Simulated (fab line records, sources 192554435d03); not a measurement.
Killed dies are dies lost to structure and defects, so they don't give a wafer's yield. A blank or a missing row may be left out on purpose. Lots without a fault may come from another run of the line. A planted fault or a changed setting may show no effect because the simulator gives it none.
Chamber matching | flow n5_finfet | N5_HKMG_FIN_ALD_74 on ald_hk-02: 4 sister chambers
The step deposits La2O3, target thk 0.5 nm, pulse time 6 s, co reactant pulse time 1 s. 4 wafers are shown with their chamber, then 10 later ones without.

WAFERS WITH THEIR CHAMBER
wafer  | chamber | heater_power_w (W)
L084.1 | 2       | 372
L085.5 | 0       | 306
L086.3 | 1       | 321
L086.4 | 3       | 325

WAFERS WITHOUT THEIR CHAMBER
wafer  | heater_power_w (W)
L086.5 | 307
L089.1 | 383
L089.2 | 321
L089.4 | 319
L094.1 | 302
L094.2 | 369
L094.3 | 337
L096.1 | 315
L096.3 | 377
L096.4 | 299

WHICH CHAMBER EACH WENT THROUGH
wafer  | from the rows above          | in truth
L086.5 | 0                            | 0
L089.1 | 2                            | 2
L089.2 | can't be placed: 1 or 3      | 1
L089.4 | can't be placed: 1 or 3 or 0 | 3
L094.1 | 0                            | 0
L094.2 | 2                            | 2
L094.3 | can't be placed: 3 or 1      | 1
L096.1 | can't be placed: 1 or 0 or 3 | 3
L096.3 | 2                            | 2
L096.4 | 0                            | 0
Placed correctly: 6 of 10. Can't be placed from these rows: 4 (the true chamber is among the candidates in 4). Placed wrongly: 0.
How it was worked out, from the rows above alone: a wafer's distance from a chamber is the root of the sum, over the readings, of the square of ((its reading less the chamber's mean) divided by the reading's scatter). The wafer belongs to the nearest chamber; if the next one is less than 2 further off, it can't be placed. A chamber's mean is the mean of its shown wafers. The scatter: with one shown wafer a chamber, the root of the mean of the squares of how far each hidden wafer lies from its nearest shown one.
